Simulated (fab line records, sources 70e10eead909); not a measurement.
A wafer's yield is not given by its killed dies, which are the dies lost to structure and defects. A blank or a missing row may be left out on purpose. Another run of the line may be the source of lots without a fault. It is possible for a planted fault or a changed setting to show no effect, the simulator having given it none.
Problem report, 8D (eight disciplines) form, completed by code	flow nand_harc	the parts of the form that need people (team, actions taken, sign-off) are left out

1. THE ISSUE
Mean of raw_defect_count at NHARC_A_CHANNEL_HOLE_D1_INSPECT_40: 1262 across 2 wafers in 2 lots; on wafers with no fault it is 65 (standard deviation 16). Measured from the usual mean, that is +75 standard deviations.
The first sign was on wafer L184.1 at day 10 22:10, on defect_inspect-01. The record holds 37 wafers of 13 lots with a number at this step. Rule for "out", or "out of limits": more than 4 standard deviations from the usual mean. Any other wafer with a number is counted as sound.

2. WHAT IT IS AND WHAT IT IS NOT
question	is	is not
which readings at this step	raw_defect_count	-
which lots	L184, L188	L175, L177, L178, L179, L181, L182, L191, L193, L195, L196, L197
which wafers of those lots	L184.1, L188.5	L188.1, L188.3
read on which gauges	defect_inspect-01	defect_inspect-02
when	from day 10 22:10	up to then (15 sound wafers); but 20 sound wafers of L182, L188, L191, L193, L195, L196, L197 came after

3. WHAT RULES OUT EACH SUSPECT
Counting: if a tool at a process step up to the reading ran every lot that is out, it stays a suspect. Sound lots after the first of them don't rule it out here, since some wafers of a struck lot are sound.
- the gauge at NHARC_A_CHANNEL_HOLE_D1_INSPECT_40: kept. All the wafers that are out were read on defect_inspect-01, and no step on other tools shows them out.
- rie_diel-05 at NHARC_A_CHANNEL_HOLE_D1_STRIP_27 (strips in O2): kept. It ran every lot that is out, first L184 (day 10 21:13); its last sound lot up to then is L181 (day 10 09:02).
- rie_diel-05, NHARC_A_CHANNEL_HOLE_D1_STRIP_27: wafers that are out in chamber 0, sound lot-mates in chambers 2, 3.
What counting leaves: rie_diel-05 at NHARC_A_CHANNEL_HOLE_D1_STRIP_27 and defect_inspect-01 at NHARC_A_CHANNEL_HOLE_D1_INSPECT_40.

4. THE CAUSE (what the simulator had put in)
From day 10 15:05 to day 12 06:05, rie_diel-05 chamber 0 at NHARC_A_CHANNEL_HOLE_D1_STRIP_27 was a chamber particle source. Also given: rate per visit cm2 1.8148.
2 suspects survive the count, and this tool is in that group.

5. THE CHAIN OF EFFECTS, in route order
Each row: a reading whose mean over the struck wafers that have a number lies more than 3 standard deviations from the usual. Only readings for which the record gives a usual standard deviation are gone through. hours: the time from each lot's start at the first step in this table that gives one to its start at this step, as a median over the lots. sigmas: the change in usual standard deviations.
hours	step	reading	usual	on struck wafers	change	sigmas
0	NHARC_A_CHANNEL_HOLE_D1_INSPECT_40	raw_defect_count	65	1262	+1197	+75
330	NHARC_END_SORT_01	killed_at_array	27	70	+44	+3.6
330	NHARC_END_SORT_01	killed_dies	31	74	+42	+3.5

6. HOW IT WOULD HAVE BEEN CAUGHT EARLIER
Counted from the fault's start at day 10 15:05, it took 7 hours until the first out-of-limits reading at a measuring or inspecting step in this record, taken at day 10 22:10.
Tool readings at NHARC_A_CHANNEL_HOLE_D1_STRIP_27 with a usual standard deviation given in the record: none out on any struck wafer, hence no alarm at a limit of 4 standard deviations on them.
L188, from the lots that are out (2), started NHARC_A_CHANNEL_HOLE_D1_STRIP_27 on rie_diel-05 later than day 10 22:10. Holding the tool at that time would have saved it.
